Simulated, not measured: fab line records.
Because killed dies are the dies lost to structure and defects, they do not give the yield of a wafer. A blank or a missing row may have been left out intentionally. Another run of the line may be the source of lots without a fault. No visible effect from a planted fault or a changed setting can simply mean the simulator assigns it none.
Matching of chambers	flow n5_finfet	4 sister chambers for N5_GATE_CUT_CMP_43 on cmp-02
The step polishes SiO2. 8 wafers are shown with their chamber, then 12 later ones without.

== WAFERS WITH THEIR CHAMBER ==
wafer	chamber	motor_current_A (A)
L084.4	0	11.6
L085.2	1	11.0
L087.4	3	15.4
L087.5	0	11.7
L087.6	1	10.8
L088.1	2	11.2
L088.2	3	14.9
L088.6	2	10.8

== WAFERS WITH NO CHAMBER GIVEN ==
wafer	motor_current_A (A)
L090.2	15.1
L090.3	11.3
L090.4	11.0
L092.1	11.1
L092.3	10.6
L092.6	15.0
L096.1	10.5
L096.3	13.8
L096.5	14.9
L097.2	11.8
L097.3	10.8
L097.4	11.1

== EACH ONE'S CHAMBER ==
wafer	from the rows above	in truth
L090.2	3	3
L090.3	can't be placed: 2 or 0 or 1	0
L090.4	can't be placed: 2 or 1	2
L092.1	can't be placed: 2 or 1 or 0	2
L092.3	can't be placed: 1 or 2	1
L092.6	3	3
L096.1	can't be placed: 1 or 2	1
L096.3	3	3
L096.5	3	3
L097.2	0	0
L097.3	can't be placed: 1 or 2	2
L097.4	can't be placed: 2 or 1 or 0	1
Correct placement for 5 of the 12. From these rows, 7 cannot be placed; in 7 the true chamber is one of the candidates. Number placed wrongly: 0.
How it was worked out, from the rows above alone: a wafer's distance from a chamber is the root of the sum, over the readings, of the square of ((its reading less the chamber's mean) divided by the reading's scatter). If the next closest chamber is less than 2 further off than the closest, the wafer can't be placed; otherwise it belongs to the closest. A chamber's mean is the mean of its shown wafers. The scatter: take each reading less its chamber's mean, square it, sum over the shown wafers, divide by the number of wafers less the number of chambers, and take the root.
